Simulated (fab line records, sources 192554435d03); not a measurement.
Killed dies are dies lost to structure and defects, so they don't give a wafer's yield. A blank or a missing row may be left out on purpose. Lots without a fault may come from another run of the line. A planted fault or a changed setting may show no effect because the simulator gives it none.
One fault seen from 2 desks | flow n5_finfet | each desk has only its own numbers; what lay behind them comes last

THE METROLOGY DESK
What the gauges read, lot by lot, whatever tool the lot ran on: means of the sampled wafers that have a number. A lot is out of limits, marked OUT, if its mean lies more than 4 standard deviations from the usual mean; the brackets give that distance. Of its 10 readings 7 are shown: those that lie furthest out on some lot.
Columns: A = DIBL_P at N5_BEOL_M4_RC_MEAS_101, usual 36.3 mV/V; B = IOFF_P at N5_BEOL_M4_RC_MEAS_101, usual 0.21 nA/um; C = ION_N at N5_BEOL_M4_RC_MEAS_101, usual 673 uA/um; D = ION_P at N5_BEOL_M4_RC_MEAS_101, usual 461 uA/um; E = SS_N at N5_BEOL_M4_RC_MEAS_101, usual 71.6 mV/dec; F = SS_P at N5_BEOL_M4_RC_MEAS_101, usual 73.3 mV/dec; G = VT_P at N5_BEOL_M4_RC_MEAS_101, usual -250 mV
lot  | first seen here | A    | B    | C   | D   | E    | F    | G
L924 | day 8 18:12     | 36.3 | 0.18 | 676 | 452 | 71.7 | 73.0 | -254
L925 | day 9 00:22     | 36.1 | 0.24 | 665 | 466 | 71.6 | 73.2 | -246
L926 | day 9 09:47     | 38.9 | 0.25 | 680 | 462 | 72.3 | 74.1 | -250
L930 | day 10 09:15    | 35.1 | 0.19 | 654 | 449 | 71.6 | 73.0 | -252
L939 | day 11 22:14    | 35.4 | 0.18 | 668 | 455 | 71.3 | 72.9 | -255
L938 | day 12 02:55    | 36.4 | 0.20 | 688 | 467 | 70.8 | 72.3 | -250
L943 | day 13 12:08    | 31.6 | 0.15 | 668 | 450 | 70.9 | 72.5 | -257
L942 | day 13 15:14    | 35.0 | 0.20 | 664 | 457 | 71.0 | 72.8 | -249
L944 | day 13 18:05    | 36.0 | 0.25 | 674 | 463 | 71.7 | 73.1 | -245
This desk's finding: nothing out of limits on any of the 9 lots.

THE TOOL OWNER'S DESK: cmp-02
The tool's own readings at N5_BEOL_M3_CMP_52 (polishes, stops on SiOC, t overpolish 6.8 s, target thk 40 nm): means of the sampled wafers that have a number, for each lot that ran on this tool. A lot is out of limits, marked OUT, if its mean lies more than 4 standard deviations from the usual mean; the brackets give that distance.
Columns: A = barrier_field_endpoint_s at N5_BEOL_M3_CMP_52, usual 24.6 s; B = motor_current_A at N5_BEOL_M3_CMP_52, usual 5.9 A; C = overpolish_run_s at N5_BEOL_M3_CMP_52, usual 6.800 s; D = platen_rpm at N5_BEOL_M3_CMP_52, usual 50.01 rpm; E = time_to_endpoint_s at N5_BEOL_M3_CMP_52, usual 61.8 s
lot  | first seen here | A               | B   | C     | D     | E
L925 | day 8 10:07     | 24.4            | 6.2 | 6.803 | 50.01 | 59.3
L926 | day 8 23:03     | 24.3            | 6.0 | 6.801 | 50.00 | 60.4
L938 | day 11 14:19    | 19.5 (-8.9) OUT | 5.8 | 6.819 | 50.00 | 47.1 (-5.7) OUT
This desk's finding: out of limits on L938; first on L938, day 11 14:19 (barrier_field_endpoint_s at N5_BEOL_M3_CMP_52). In limits: L925, L926.

PUT TOGETHER
The tool owner's desk could have raised an alarm at day 11 14:19, on L938.
The metrology desk saw nothing out of limits.
The metrology desk has L938 on record, within its limits.
Of the lots named, all ran N5_BEOL_M3_CMP_52 on cmp-02.

WHAT THE SIMULATOR HAD PUT IN
Process parameter drift: cmp-02, from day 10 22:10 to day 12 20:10, at N5_BEOL_M3_CMP_52. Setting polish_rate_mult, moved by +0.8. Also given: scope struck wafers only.
Lots struck among those shown: L938.
Hours from the fault's start to each desk's first reading out of limits: the tool owner's desk, 16.
